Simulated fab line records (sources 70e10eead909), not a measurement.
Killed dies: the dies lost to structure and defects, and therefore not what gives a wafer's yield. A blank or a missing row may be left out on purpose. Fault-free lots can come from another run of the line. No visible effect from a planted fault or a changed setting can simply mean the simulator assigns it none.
Chamber matching ; flow nand harc ; 4 sister chambers for NHARC_P_CONTACT_CMP_01 on cmp-01
The step polishes SiO2, target thk 200 nm. 8 wafers are shown with their chamber, then 8 later ones without.

== WAFERS PAIRED WITH THEIR CHAMBERS ==
wafer;chamber;motor current A (A)
L074.6;0;9.4
L077.6;0;10.3
L084.3;1;11.6
L084.6;1;11.4
L088.1;3;12.2
L088.3;2;13.2
L088.5;3;11.9
L090.1;2;12.4

== WAFERS WITHOUT THEIR CHAMBER ==
wafer;motor current A (A)
L090.2;9.7
L090.4;12.4
L092.1;13.0
L092.5;12.7
L092.6;12.0
L093.1;10.9
L093.2;9.7
L093.3;12.6

== WHICH CHAMBER EACH WENT THROUGH ==
wafer;from the rows above;in truth
L090.2;0;0
L090.4;can't be placed: 3 or 2 or 1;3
L092.1;can't be placed: 2 or 3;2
L092.5;can't be placed: 2 or 3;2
L092.6;can't be placed: 3 or 1 or 2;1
L093.1;can't be placed: 1 or 0 or 3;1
L093.2;0;0
L093.3;can't be placed: 2 or 3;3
Correct placement for 2 of the 8. Unplaceable from these rows: 6, with the true chamber sitting among the candidates in 6. Number placed wrongly: 0.
How it was worked out, from the rows above alone: a wafer's distance from a chamber is the root of the sum, over the readings, of the square of ((its reading less the chamber's mean) divided by the reading's scatter). The wafer belongs to the nearest chamber; if the next one is less than 2 further off, it can't be placed. The mean given for a chamber averages the wafers shown for that chamber. How the scatter is found: for the shown wafers, subtract from each reading the mean of its chamber, square and add these, divide the total by (wafers less chambers), then take the root.
